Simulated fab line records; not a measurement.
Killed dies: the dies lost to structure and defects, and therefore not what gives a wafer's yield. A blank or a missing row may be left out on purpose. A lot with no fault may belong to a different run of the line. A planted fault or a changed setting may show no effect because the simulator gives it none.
Comparing a struck lot with a sound one / flow n5-finfet / 17 steps out of a route of 1938
Sound: wafers L452.1, L452.4, L452.6. Wafers struck: L436.1, L436.4, L436.5. The cause is given at the end.
For every step that has rows: the tool of each side, followed by ch and its chambers, followed by its first start. Under that, the readings that differ: sound wafers / struck wafers / difference of the means / sigmas: that difference in standard deviations of wafers without a fault.
alike: a reading whose means differ by less than 2 such deviations, as well as words and numbers matching on both sides. not compared: withheld readings; readings where some wafer has no value; bounds like >300 that might hide an equal value; numbers whose values overlap and for which the record gives no deviation.
The two part at a step that has a row with sigmas, a row that says differs or no value, or rows on one side only. Numbers that have no deviation but don't overlap get no sigmas and don't part them. A reading that every wafer of one side lacks parts them only if that side has two wafers or more.

first, 10 steps without rows for these wafers: N5_PMOS_HMC_CHANNEL_EPI_DESCUM_14 (chemistry O2, time 7.9 s); N5_PMOS_HMC_CHANNEL_EPI_ETCH_32 (etches BARC in N2/H2, stops on SiO2, target depth 85.8 nm, time 50.3 s); N5_PMOS_HMC_CHANNEL_EPI_HM_OPEN_15 (chemistry CHF3/O2, target SiO2, target depth 40.6 nm, time 20.3 s); N5_PMOS_HMC_CHANNEL_EPI_STRIP_33 (strips in N2/H2); N5_PMOS_HMC_CHANNEL_EPI_STRIP_17 (strips in SPM, time 750 s); N5_PMOS_HMC_CHANNEL_EPI_ETCH_38 (etches SiO2 in CF4, target depth 1.5 nm); N5_PMOS_HMC_CHANNEL_EPI_FIN_RECESS_16 (chemistry HBr/Cl2, target Si, target depth 54 nm, time 18 s); N5_PMOS_HMC_CHANNEL_EPI_PRECLEAN_36 (cleans in O3/DIW, time 45 s); N5_PMOS_HMC_CHANNEL_EPI_PRECLEAN_18 (cleans in DHF, time 30 s); N5_PMOS_HMC_CHANNEL_EPI_SRD_19 (time 30 s).
N5_PMOS_HMC_CHANNEL_EPI_EPI_20: deposits SiGe30, target thk 59 nm.
  struck on epi-rpcvd-04, day 3 07:14; sound on epi-rpcvd-01 ch 0, day 7 06:14
  no value came back on the struck wafers for chamber-pressure-Torr (Torr), lamp-inner-pct (%); on the sound wafers chamber-pressure-Torr (Torr) reads 20.03 19.97 19.99
then, 4 steps without rows for these wafers: N5_PMOS_HMC_CHANNEL_EPI_HM_STRIP_35 (strips SiO2 in dHF, material SiO2, target depth 39.6 nm, time 216 s); N5_PMOS_HMC_CHANNEL_EPI_SRD_39 (time 30 s); N5_PMOS_HMC_CHANNEL_EPI_CMP_21 (polishes SiGe30, target thk 54 nm); N5_PMOS_HMC_CHANNEL_EPI_PRECLEAN_40 (cleans in DHF, time 30 s).
N5_BEOL_M4_RC_MEAS_101:
  the record has rows for the sound wafers here (prober-02 ch 0, day 14 04:19) and none for the struck ones
-- here the record skips 11 days between the struck wafers' starts before and after, leaving off in module BEOL_M4 and picking up in module PASSIVATION (first step shown: number 1936 of the route) --
N5_PASSIVATION_PROBE_49:
  sound on prober-01, day 18 11:01; struck on prober-02, day 14 01:25
reading=defect-limited-yield (%); sound=92.2 91.2 91.9; struck=0 0 0; difference=-92; sigmas=-66
reading=killed_at_M0_to_M3; sound=21 41 29; struck=6 14 4; difference=-22; sigmas=-2
reading=killed_at_M4_up; sound=15 11 19; struck=0 4 1; difference=-13; sigmas=-2
reading=killed-at-front-end; sound=43 40 37; struck=1172 1161 1170; difference=+1128; sigmas=+99 or more
reading=killed-dies; sound=92 104 96; struck=1180 1180 1180; difference=+1083; sigmas=+64
reading=killed-on-rim; sound=13 20 8; struck=152 152 152; difference=+138; sigmas=+34
reading=killed-open; sound=64 65 52; struck=14 17 8; difference=-47; sigmas=-4
reading=killed-short; sound=28 36 39; struck=2 13 7; difference=-27; sigmas=-3
reading=sort_bin_5_function (%); sound=5.0 4.6 4.2; struck=71.9 75.4 71.9; difference=+68.5; sigmas=+73
reading=sort-n-pass; sound=1088 1076 1084; struck=0 0 0; difference=-1083; sigmas=-64
reading=sort-yield-pct (%); sound=92.2 91.2 91.9; struck=0 0 0; difference=-92; sigmas=-61
  alike: killed-at-contacts, killed-at-other, sort_bin_6_memory, sort_bin_8_speed

WHERE THEY PART
Earliest at N5_PMOS_HMC_CHANNEL_EPI_EPI_20; latest, in this record, at N5_PASSIVATION_PROBE_49.

WHY: what the simulator had put in
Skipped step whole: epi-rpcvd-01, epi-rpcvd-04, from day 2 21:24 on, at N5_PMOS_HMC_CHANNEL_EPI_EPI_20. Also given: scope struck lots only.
